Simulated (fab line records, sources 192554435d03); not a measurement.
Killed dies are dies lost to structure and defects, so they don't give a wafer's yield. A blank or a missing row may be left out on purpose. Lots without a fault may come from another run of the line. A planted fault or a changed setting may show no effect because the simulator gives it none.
Which tool did it? | flow n5_finfet | 24 lots, 72 wafers sampled, at 6 steps of a route of 1938

WHAT THE GAUGES READ, wafer by wafer
N5_BEOL_M5_CD_MEAS_11: target cd 27.74 nm. Usual: cd_nm 28.08 nm, standard deviation 0.27.
lot  | measured     | on        | cd_nm (nm)        | flag
L075 | day 7 21:47  | cd_sem-01 | 27.96 28.36 28.13 |
L074 | day 8 14:27  | cd_sem-03 | 28.46 28.14 28.60 |
L076 | day 8 14:44  | cd_sem-03 | 28.48 28.08 28.05 |
L077 | day 8 16:13  | cd_sem-02 | 27.98 27.90 27.75 |
L078 | day 9 06:30  | cd_sem-01 | 27.86 28.07 28.04 |
L079 | day 9 06:47  | cd_sem-03 | 28.00 28.30 28.06 |
L080 | day 9 14:35  | cd_sem-03 | 28.35 28.22 28.05 |
L082 | day 9 21:19  | cd_sem-01 | 28.28 28.08 28.06 |
L081 | day 9 21:25  | cd_sem-03 | 28.12 28.07 28.30 |
L083 | day 10 02:24 | cd_sem-01 | 27.94 27.75 28.37 |
L084 | day 10 13:10 | cd_sem-02 | 28.26 28.03 27.95 |
L085 | day 10 20:04 | cd_sem-01 | 28.03 28.25 28.34 |
L086 | day 11 04:37 | cd_sem-03 | 28.06 27.82 27.62 |
L087 | day 12 00:51 | cd_sem-03 | 27.86 27.49 27.82 |
L088 | day 12 04:31 | cd_sem-03 | 28.27 28.14 28.64 |
L089 | day 12 04:35 | cd_sem-02 | 27.82 28.19 28.54 |
L091 | day 12 09:14 | cd_sem-01 | 28.03 27.99 28.20 |
L090 | day 12 08:53 | cd_sem-02 | 28.16 28.36 28.01 |
L093 | day 13 01:00 | cd_sem-01 | 28.50 28.19 28.29 |
L092 | day 13 03:50 | cd_sem-02 | 28.07 28.15 28.01 |
L094 | day 13 04:03 | cd_sem-02 | 27.86 28.08 27.73 |
L095 | day 13 10:30 | cd_sem-03 | 27.57 27.70 27.98 |
L096 | day 13 20:09 | cd_sem-02 | 28.07 28.38 28.14 |
L097 | day 13 23:33 | cd_sem-01 | 28.01 27.52 27.76 |

N5_BEOL_M5_OCD_MEAS_38. Usual: trench_depth_nm 71.7 nm, standard deviation 1.3.
lot  | measured     | on     | trench_depth_nm (nm) | flag
L075 | day 8 00:09  | ocd-01 | 72.0 72.8 70.8       |
L074 | day 8 16:35  | ocd-01 | 71.0 70.3 70.6       |
L076 | day 8 16:52  | ocd-01 | 71.8 70.7 70.5       |
L077 | day 8 18:05  | ocd-02 | 71.8 70.4 72.1       |
L078 | day 9 07:56  | ocd-01 | 68.8 70.8 72.3       |
L079 | day 9 08:26  | ocd-01 | 71.2 72.2 70.8       |
L080 | day 9 17:12  | ocd-01 | 70.3 71.7 70.3       |
L082 | day 9 23:17  | ocd-02 | 69.7 72.7 70.6       |
L081 | day 9 23:07  | ocd-01 | 70.8 70.9 71.2       |
L083 | day 10 04:23 | ocd-01 | 70.6 71.2 70.6       |
L084 | day 10 15:20 | ocd-01 | 71.4 70.8 70.8       |
L085 | day 10 21:43 | ocd-02 | 71.1 71.6 70.8       |
L086 | day 11 06:05 | ocd-02 | 70.5 71.4 70.8       |
L087 | day 12 03:32 | ocd-01 | 73.3 73.6 72.9       |
L088 | day 12 06:40 | ocd-01 | 71.8 71.2 71.8       |
L089 | day 12 09:25 | ocd-02 | 70.7 71.1 71.4       |
L091 | day 12 13:25 | ocd-02 | 71.8 72.1 71.5       |
L090 | day 12 10:26 | ocd-02 | 74.0 71.3 73.8       |
L093 | day 13 03:19 | ocd-01 | 73.2 74.8 73.5       |
L092 | day 13 06:37 | ocd-01 | 72.9 73.9 74.5       |
L094 | day 13 06:19 | ocd-02 | 70.1 70.2 72.1       |
L095 | day 13 12:06 | ocd-01 | 73.7 72.8 74.4       |
L096 | day 13 21:55 | ocd-02 | 74.3 71.3 73.6       |
L097 | day 14 02:56 | ocd-02 | 70.6 69.9 71.8       |

WHICH TOOL RAN EACH LOT (tool, then ch and the chambers of the sampled wafers, then the start)
lot  | N5_BEOL_M4_SPUTTER_48        | N5_BEOL_M4_SPUTTER_86        | N5_BEOL_M5_DESCUM_16               | N5_BEOL_M5_STRIP_19
L075 | pvd_sputter-02, day 7 16:09  | pvd_sputter-02, day 7 16:49  | rie_diel-01 ch 1,3, day 7 21:54    | rie_diel-03 ch 0,1, day 7 22:15
L074 | pvd_sputter-01, day 8 07:08  | pvd_sputter-01, day 8 07:48  | rie_diel-03 ch 0,1,2, day 8 14:34  | rie_diel-04 ch 0,2,3, day 8 15:01
L076 | pvd_sputter-02, day 8 07:31  | pvd_sputter-02, day 8 08:10  | rie_diel-03 ch 1,2, day 8 14:51    | rie_diel-01 ch 1,2, day 8 15:13
L077 | pvd_sputter-03, day 8 10:23  | pvd_sputter-03, day 8 11:02  | rie_diel-01 ch 0,2,3, day 8 16:33  | rie_diel-03 ch 0,1,3, day 8 16:54
L078 | pvd_sputter-02, day 9 00:24  | pvd_sputter-02, day 9 01:04  | rie_diel-03 ch 0,2,3, day 9 06:37  | rie_diel-04 ch 0,1,2, day 9 07:00
L079 | pvd_sputter-01, day 9 00:56  | pvd_sputter-01, day 9 01:36  | rie_diel-03 ch 0,1,3, day 9 06:55  | rie_diel-01 ch 0,1,2, day 9 07:29
L080 | pvd_sputter-03, day 9 08:55  | pvd_sputter-03, day 9 09:34  | rie_diel-01 ch 0,1,2, day 9 14:43  | rie_diel-04 ch 0,2,3, day 9 15:04
L082 | pvd_sputter-03, day 9 15:14  | pvd_sputter-03, day 9 15:54  | rie_diel-01 ch 0,1, day 9 21:36    | rie_diel-03 ch 0,2, day 9 21:58
L081 | pvd_sputter-02, day 9 15:23  | pvd_sputter-02, day 9 16:02  | rie_diel-04 ch 0,2, day 9 21:40    | rie_diel-03 ch 0,2, day 9 22:01
L083 | pvd_sputter-01, day 9 16:40  | pvd_sputter-01, day 9 17:20  | rie_diel-03 ch 0,2, day 10 02:31   | rie_diel-03 ch 0,3, day 10 02:58
L084 | pvd_sputter-01, day 10 07:23 | pvd_sputter-01, day 10 08:03 | rie_diel-03 ch 2,3, day 10 13:21   | rie_diel-01 ch 0,1,3, day 10 13:55
L085 | pvd_sputter-01, day 10 14:10 | pvd_sputter-01, day 10 14:49 | rie_diel-01 ch 1,2, day 10 20:11   | rie_diel-03 ch 2,3, day 10 20:33
L086 | pvd_sputter-03, day 10 23:14 | pvd_sputter-03, day 10 23:53 | rie_diel-03 ch 1,3, day 11 04:45   | rie_diel-04 ch 1,2,3, day 11 05:09
L087 | pvd_sputter-01, day 11 17:55 | pvd_sputter-01, day 11 18:35 | rie_diel-03 ch 0,2, day 12 01:04   | rie_diel-03 ch 0,1,2, day 12 01:31
L088 | pvd_sputter-03, day 11 20:47 | pvd_sputter-03, day 11 21:27 | rie_diel-01 ch 2,3, day 12 04:45   | rie_diel-03 ch 1,2, day 12 05:44
L089 | pvd_sputter-03, day 11 22:45 | pvd_sputter-03, day 11 23:25 | rie_diel-04 ch 1,2,3, day 12 04:46 | rie_diel-04 ch 0,1,3, day 12 05:46
L091 | pvd_sputter-03, day 12 01:09 | pvd_sputter-03, day 12 02:56 | rie_diel-01 ch 1,2,3, day 12 09:25 | rie_diel-01 ch 0,1, day 12 09:47
L090 | pvd_sputter-02, day 12 01:31 | pvd_sputter-02, day 12 02:11 | rie_diel-03 ch 0,1, day 12 09:01   | rie_diel-01 ch 1,2, day 12 09:23
L093 | pvd_sputter-01, day 12 19:47 | pvd_sputter-01, day 12 20:26 | rie_diel-03 ch 0,1, day 13 01:15   | rie_diel-01 ch 0,1,3, day 13 01:37
L092 | pvd_sputter-02, day 12 22:17 | pvd_sputter-02, day 12 22:57 | rie_diel-04 ch 0,1,2, day 13 04:04 | rie_diel-01 ch 2,3, day 13 04:29
L094 | pvd_sputter-03, day 12 22:40 | pvd_sputter-03, day 12 23:20 | rie_diel-03 ch 0,2, day 13 04:10   | rie_diel-03 ch 0,1,2, day 13 04:32
L095 | pvd_sputter-02, day 13 04:19 | pvd_sputter-02, day 13 04:59 | rie_diel-04 ch 1,2,3, day 13 10:38 | rie_diel-03 ch 1,2,3, day 13 10:59
L096 | pvd_sputter-01, day 13 12:41 | pvd_sputter-01, day 13 13:21 | rie_diel-01 ch 0,2, day 13 20:16   | rie_diel-01 ch 0,2,3, day 13 20:38
L097 | pvd_sputter-02, day 13 17:41 | pvd_sputter-02, day 13 18:21 | rie_diel-01 ch 0,3, day 13 23:40   | rie_diel-04 ch 0,1, day 14 00:10
- N5_BEOL_M4_SPUTTER_48: material Cu, target thk 4.5 nm, time 8.29 s.
- N5_BEOL_M4_SPUTTER_86: material Cu, target thk 4.5 nm, time 8.29 s.
- N5_BEOL_M5_DESCUM_16: chemistry O2, time 7 s.
- N5_BEOL_M5_STRIP_19: strips in O2.

WHAT THE TOOLS THEMSELVES READ (means of the sampled wafers that have a number; where no wafer has one, the mark that the record gives instead)
N5_BEOL_M4_SPUTTER_48. Usual: chuck_gas_flow_sccm 1.27 sccm, standard deviation 0.054; substrate_temp_c -20.00 C, standard deviation 0.094; throttle_valve_pct 30.0 %, standard deviation 1.2.
lot  | tool           | chuck_gas_flow_sccm (sccm) | substrate_temp_c (C) | throttle_valve_pct (%) | flag
L075 | pvd_sputter-02 | 1.26                       | -19.96               | 30.2                   |
L074 | pvd_sputter-01 | 1.23                       | -20.07               | 29.5                   |
L076 | pvd_sputter-02 | 1.28                       | -20.05               | 29.5                   |
L077 | pvd_sputter-03 | 1.38                       | -20.00               | 30.0                   |
L078 | pvd_sputter-02 | 1.27                       | -19.96               | 29.6                   |
L079 | pvd_sputter-01 | 1.25                       | -20.01               | 29.9                   |
L080 | pvd_sputter-03 | 1.27                       | -20.02               | 28.8                   |
L082 | pvd_sputter-03 | 1.26                       | -19.99               | 30.4                   |
L081 | pvd_sputter-02 | 1.28                       | -20.07               | 29.3                   |
L083 | pvd_sputter-01 | 1.21                       | -20.04               | 29.4                   |
L084 | pvd_sputter-01 | 1.27                       | -20.00               | 30.2                   |
L085 | pvd_sputter-01 | 1.24                       | -19.94               | 30.8                   |
L086 | pvd_sputter-03 | 1.29                       | -20.01               | 29.7                   |
L087 | pvd_sputter-01 | 1.25                       | -20.04               | 29.8                   |
L088 | pvd_sputter-03 | 1.24                       | -19.91               | 30.1                   |
L089 | pvd_sputter-03 | 1.29                       | -19.98               | 29.0                   |
L091 | pvd_sputter-03 | 1.28                       | -19.91               | 29.4                   |
L090 | pvd_sputter-02 | 1.31                       | -19.98               | 29.8                   |
L093 | pvd_sputter-01 | 1.27                       | -19.99               | 31.5                   |
L092 | pvd_sputter-02 | 1.26                       | -20.06               | 29.3                   |
L094 | pvd_sputter-03 | 1.31                       | -19.99               | 29.3                   |
L095 | pvd_sputter-02 | 1.23                       | -20.03               | 29.2                   |
L096 | pvd_sputter-01 | 1.26                       | -20.03               | 30.0                   |
L097 | pvd_sputter-02 | 1.26                       | -19.97               | 29.3                   |

N5_BEOL_M4_SPUTTER_86. Usual: chuck_gas_flow_sccm 1.27 sccm, standard deviation 0.048; substrate_temp_c -20.00 C, standard deviation 0.1; throttle_valve_pct 30.0 %, standard deviation 1.2.
lot  | tool           | chuck_gas_flow_sccm (sccm) | substrate_temp_c (C) | throttle_valve_pct (%) | flag
L075 | pvd_sputter-02 | 1.27                       | -20.05               | 30.2                   |
L074 | pvd_sputter-01 | 1.27                       | -19.92               | 29.5                   |
L076 | pvd_sputter-02 | 1.24                       | -19.96               | 29.5                   |
L077 | pvd_sputter-03 | 1.29                       | -20.12               | 29.8                   |
L078 | pvd_sputter-02 | 1.32                       | -20.09               | 29.8                   |
L079 | pvd_sputter-01 | 1.26                       | -19.94               | 29.9                   |
L080 | pvd_sputter-03 | 1.26                       | -20.00               | 28.7                   |
L082 | pvd_sputter-03 | 1.27                       | -19.96               | 30.6                   |
L081 | pvd_sputter-02 | 1.28                       | -19.99               | 29.3                   |
L083 | pvd_sputter-01 | 1.28                       | -19.99               | 29.5                   |
L084 | pvd_sputter-01 | 1.27                       | -20.05               | 30.4                   |
L085 | pvd_sputter-01 | 1.25                       | -19.99               | 30.9                   |
L086 | pvd_sputter-03 | 1.27                       | -20.01               | 30.0                   |
L087 | pvd_sputter-01 | 1.27                       | -20.03               | 29.8                   |
L088 | pvd_sputter-03 | 1.33                       | -20.08               | 30.1                   |
L089 | pvd_sputter-03 | 1.26                       | -20.00               | 29.0                   |
L091 | pvd_sputter-03 | 1.26                       | -20.00               | 29.3                   |
L090 | pvd_sputter-02 | 1.31                       | -19.92               | 29.8                   |
L093 | pvd_sputter-01 | 1.25                       | -19.96               | 31.5                   |
L092 | pvd_sputter-02 | 1.25                       | -20.01               | 29.2                   |
L094 | pvd_sputter-03 | 1.26                       | -20.08               | 29.4                   |
L095 | pvd_sputter-02 | 1.31                       | -19.95               | 29.2                   |
L096 | pvd_sputter-01 | 1.30                       | -19.96               | 29.8                   |
L097 | pvd_sputter-02 | 1.28                       | -20.14               | 29.5                   |

N5_BEOL_M5_DESCUM_16. Usual: drypump_motor_current_A 5.6 A, standard deviation 0.44; o2_flow_sccm 225.0 sccm, standard deviation 0.71; oes_product_au 0.81 a.u., standard deviation 0.11; rf_vpp_V 242.8 V, standard deviation 1.2; showerhead_plenum_p_Torr 2.07 Torr, standard deviation 0.062; throttle_valve_pct 20.23 %, standard deviation 0.24.
lot  | tool        | drypump_motor_current_A (A) | o2_flow_sccm (sccm) | oes_product_au (a.u.) | rf_vpp_V (V) | showerhead_plenum_p_Torr (Torr) | throttle_valve_pct (%) | flag
L075 | rie_diel-01 | 5.7                         | 225.0               | 0.82                  | 243.4        | 2.08                            | 20.11                  |
L074 | rie_diel-03 | 5.8                         | 225.2               | 0.77                  | 242.8        | 2.10                            | 20.26                  |
L076 | rie_diel-03 | 5.4                         | 223.9               | 0.87                  | 243.7        | 2.13                            | 20.23                  |
L077 | rie_diel-01 | 5.2                         | 224.5               | 0.82                  | 243.8        | 2.08                            | 20.19                  |
L078 | rie_diel-03 | 5.6                         | 225.4               | 0.76                  | 242.3        | 2.07                            | 20.20                  |
L079 | rie_diel-03 | 6.0                         | 225.0               | 0.67                  | 243.6        | 2.09                            | 20.47                  |
L080 | rie_diel-01 | 5.3                         | 224.8               | 0.84                  | 242.2        | 2.04                            | 20.17                  |
L082 | rie_diel-01 | 5.2                         | 225.5               | 0.89                  | 242.3        | 2.05                            | 20.07                  |
L081 | rie_diel-04 | 5.9                         | 225.5               | 0.74                  | 243.9        | 2.07                            | 20.39                  |
L083 | rie_diel-03 | 5.7                         | 225.1               | 0.76                  | 243.3        | 2.07                            | 20.06                  |
L084 | rie_diel-03 | 5.3                         | 225.4               | 0.84                  | 243.7        | 2.10                            | 20.17                  |
L085 | rie_diel-01 | 5.4                         | 224.8               | 0.78                  | 242.3        | 2.02                            | 20.28                  |
L086 | rie_diel-03 | 6.1                         | 224.3               | 0.85                  | 243.3        | 2.12                            | 20.55                  |
L087 | rie_diel-03 | 5.7                         | 224.9               | 0.97                  | 242.7        | 2.06                            | 19.86                  |
L088 | rie_diel-01 | 5.3                         | 225.8               | 0.74                  | 242.4        | 2.06                            | 20.33                  |
L089 | rie_diel-04 | 5.7                         | 224.5               | 0.74                  | 241.6        | 2.00                            | 20.18                  |
L091 | rie_diel-01 | 5.5                         | 225.2               | 0.77                  | 242.7        | 2.06                            | 20.25                  |
L090 | rie_diel-03 | 6.1                         | 224.7               | 0.95                  | 243.0        | 2.07                            | 20.04                  |
L093 | rie_diel-03 | 6.1                         | 224.6               | 0.94                  | 243.8        | 2.07                            | 20.05                  |
L092 | rie_diel-04 | 5.9                         | 224.9               | 0.84                  | 242.1        | 2.02                            | 20.19                  |
L094 | rie_diel-03 | 5.4                         | 224.1               | 0.90                  | 242.8        | 2.08                            | 19.94                  |
L095 | rie_diel-04 | 5.7                         | 225.3               | 0.74                  | 241.2        | 2.00                            | 20.19                  |
L096 | rie_diel-01 | 5.0                         | 224.9               | 0.82                  | 242.2        | 2.04                            | 20.19                  |
L097 | rie_diel-01 | 5.2                         | 225.6               | 0.82                  | 242.6        | 2.09                            | 20.14                  |

N5_BEOL_M5_STRIP_19. Usual: drypump_motor_current_A 5.6 A, standard deviation 0.45; o2_flow_sccm 225.0 sccm, standard deviation 0.71; oes_product_au 0.80 a.u., standard deviation 0.1; rf_vpp_V 3.6 V, standard deviation 0.48; showerhead_plenum_p_Torr 2.07 Torr, standard deviation 0.063; throttle_valve_pct 16.49 %, standard deviation 0.25.
lot  | tool        | drypump_motor_current_A (A) | o2_flow_sccm (sccm) | oes_product_au (a.u.) | rf_vpp_V (V) | showerhead_plenum_p_Torr (Torr) | throttle_valve_pct (%) | flag
L075 | rie_diel-03 | 6.2                         | 224.9               | 0.68                  | 3.6          | 2.12                            | 16.86                  |
L074 | rie_diel-04 | 5.7                         | 225.6               | 0.75                  | 4.0          | 2.06                            | 16.56                  |
L076 | rie_diel-01 | 5.6                         | 224.1               | 0.82                  | 3.4          | 2.03                            | 16.45                  |
L077 | rie_diel-03 | 6.0                         | 224.7               | 0.68                  | 3.6          | 2.09                            | 16.80                  |
L078 | rie_diel-04 | 5.9                         | 225.1               | 0.77                  | 3.5          | 2.04                            | 16.55                  |
L079 | rie_diel-01 | 5.3                         | 224.3               | 0.84                  | 3.8          | 2.04                            | 16.43                  |
L080 | rie_diel-04 | 5.7                         | 225.0               | 0.74                  | 3.7          | 2.06                            | 16.56                  |
L082 | rie_diel-03 | 5.7                         | 225.1               | 0.76                  | 3.7          | 2.07                            | 16.37                  |
L081 | rie_diel-03 | 5.4                         | 224.3               | 0.85                  | 3.7          | 2.09                            | 16.30                  |
L083 | rie_diel-03 | 5.8                         | 224.8               | 0.67                  | 3.9          | 2.06                            | 16.73                  |
L084 | rie_diel-01 | 5.4                         | 224.8               | 0.83                  | 3.2          | 2.09                            | 16.39                  |
L085 | rie_diel-03 | 5.2                         | 225.5               | 0.83                  | 3.7          | 2.10                            | 16.45                  |
L086 | rie_diel-04 | 5.7                         | 225.4               | 0.76                  | 3.8          | 2.01                            | 16.44                  |
L087 | rie_diel-03 | 5.8                         | 225.7               | 0.94                  | 3.7          | 2.10                            | 16.33                  |
L088 | rie_diel-03 | 5.9                         | 225.2               | 0.90                  | 4.1          | 2.13                            | 16.55                  |
L089 | rie_diel-04 | 5.5                         | 225.1               | 0.79                  | 3.4          | 1.98                            | 16.55                  |
L091 | rie_diel-01 | 5.2                         | 225.4               | 0.86                  | 3.5          | 2.05                            | 16.35                  |
L090 | rie_diel-01 | 5.4                         | 225.2               | 0.77                  | 3.5          | 2.02                            | 16.59                  |
L093 | rie_diel-01 | 5.4                         | 225.6               | 0.80                  | 3.7          | 2.08                            | 16.43                  |
L092 | rie_diel-01 | 5.3                         | 225.9               | 0.74                  | 3.3          | 2.06                            | 16.63                  |
L094 | rie_diel-03 | 5.8                         | 225.4               | 0.90                  | 3.5          | 2.09                            | 16.35                  |
L095 | rie_diel-03 | 5.7                         | 224.6               | 0.90                  | 3.7          | 2.10                            | 16.48                  |
L096 | rie_diel-01 | 5.2                         | 225.0               | 0.78                  | 3.5          | 2.08                            | 16.53                  |
L097 | rie_diel-04 | 5.7                         | 224.8               | 0.86                  | 3.7          | 2.01                            | 16.53                  |

THE ANSWER, worked out from the rows above alone
Rule: a lot is off if the mean of its wafers that have a number lies more than 3 standard deviations from the usual mean. A lot without any number at a reading at which 4 lots or more have one is off too. The other lots that the step has rows for count as sound. The gauges are gone through in route order, then the tools' own readings, and for those a lot's mean is taken as printed above. The first step at which some lot is off is used, and at that step the reading that is off furthest; a lot without a number counts as furthest.
No lot is off at any reading shown: from this, nothing can be told.

WHAT THE SIMULATOR HAD PUT IN
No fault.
